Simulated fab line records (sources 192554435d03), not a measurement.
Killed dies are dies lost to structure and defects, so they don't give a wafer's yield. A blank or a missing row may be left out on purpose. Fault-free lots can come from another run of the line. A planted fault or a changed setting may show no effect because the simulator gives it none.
Split-lot study | flow n5-finfet | 21 wafers read from 7 lots, route of 1938 steps

ABOUT THE SPLIT
At N5_BEOL_M3_ETCH_64 (etches SOC in N2/H2, target depth 75 nm, overetch 15 nm, time 112.5 s), the setting time-s was moved away from the recipe's 112.5 s on 8 of the 21 wafers read, by -17.3% to +18.3%. For the rest of the wafers, this setting stayed at what the recipe calls for.

Reading taken at the split's own step.

THE READING
SiARC_of_BEOL_M3_COAT_62.thk-nm (the simulator's own value, which no gauge read), in nm, at N5_BEOL_M3_ETCH_64 (etches SOC in N2/H2, target depth 75 nm, overetch 15 nm, time 112.5 s). There is no usual value for it anywhere in the file. Here, 13 wafers ran the recipe; their average is 6.9 nm with a standard deviation of 0.1 nm.

wafer  | tool, chamber at the split | time-s as run, s | against the recipe | SiARC_of_BEOL_M3_COAT_62.thk-nm, nm | against lot-mates on the recipe
L075.2 | rie-diel-04, 3,1,2         | 112.5            | recipe             | 6.8                                 | -
L075.3 | rie-diel-04, 3,1,2         | 112.5            | recipe             | 6.8                                 | -
L075.6 | rie-diel-04, 3,1,2         | 112.5            | recipe             | 6.8                                 | -
L076.1 | rie-diel-02, 0,1           | 112.5            | recipe             | 7                                   | -
L076.3 | rie-diel-02, 0,1           | 112.5            | recipe             | 7                                   | -
L076.2 | rie-diel-02, 2             | 112.5            | recipe             | 6.8                                 | -
L077.1 | rie-diel-04, 3             | 132.5            | +17.8%             | 6                                   | -0.8
L077.2 | rie-diel-04, 1,0           | 112.5            | recipe             | 6.8                                 | -
L077.3 | rie-diel-04, 1,0           | 112.5            | recipe             | 6.8                                 | -
L083.3 | rie-diel-02, 1,3           | 96.83            | -13.9%             | 7.6                                 | +0.6
L083.4 | rie-diel-02, 1,3           | 96.83            | -13.9%             | 7.6                                 | +0.6
L083.5 | rie-diel-02, 0             | 112.5            | recipe             | 7                                   | -
L085.2 | rie-diel-02, 1,3           | 112.5            | recipe             | 7                                   | -
L085.4 | rie-diel-02, 1,3           | 112.5            | recipe             | 7                                   | -
L085.6 | rie-diel-02, 0             | 93.06            | -17.3%             | 7.8                                 | +0.8
L092.1 | rie-diel-02, 2,0           | 96.72            | -14.0%             | 7.6                                 | +0.6
L092.3 | rie-diel-02, 2,0           | 96.72            | -14.0%             | 7.6                                 | +0.6
L092.6 | rie-diel-02, 0             | 112.5            | recipe             | 7                                   | -
L096.3 | rie-diel-01, 3             | 133.1            | +18.3%             | 6                                   | -0.8
L096.4 | rie-diel-01, 0             | 112.5            | recipe             | 6.8                                 | -
L096.5 | rie-diel-01, 0             | 133.1            | +18.3%             | 5.8                                 | -1.0
Rows listing several chambers each stand for several wafers; the file does not say which wafer went through which chamber.

THE FIT
A straight line over all 21 wafers: SiARC_of_BEOL_M3_COAT_62.thk-nm changes by -0.052 nm for each +1% of time-s; r = -0.99; the points scatter about the line by 0.09 nm.
The same after taking each lot's own level away (the mean of its wafers on the recipe; 21 wafers): -0.0459 nm for each +1%; r = -0.99; scatter 0.055 nm.
The reading moves by 0.84 nm for the largest change in time-s, on that fit.
The lots' own levels span 6.80 to 7.00 nm, that is 2.0 times the standard deviation above.
Hence the slope depends on the lot-to-lot level, as the two fits are not the same.
Check: -0.868 nm against its lot-mates is what the line predicts for one of the wafers moved furthest among these (+18.3%) when that wafer is left out of the fit. It came out at -0.8 nm against them.

THE FILE'S OWN FIT
SiARC_of_BEOL_M3_COAT_62.thk-nm changes by -0.0457 nm for each +1% of time-s, r = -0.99.
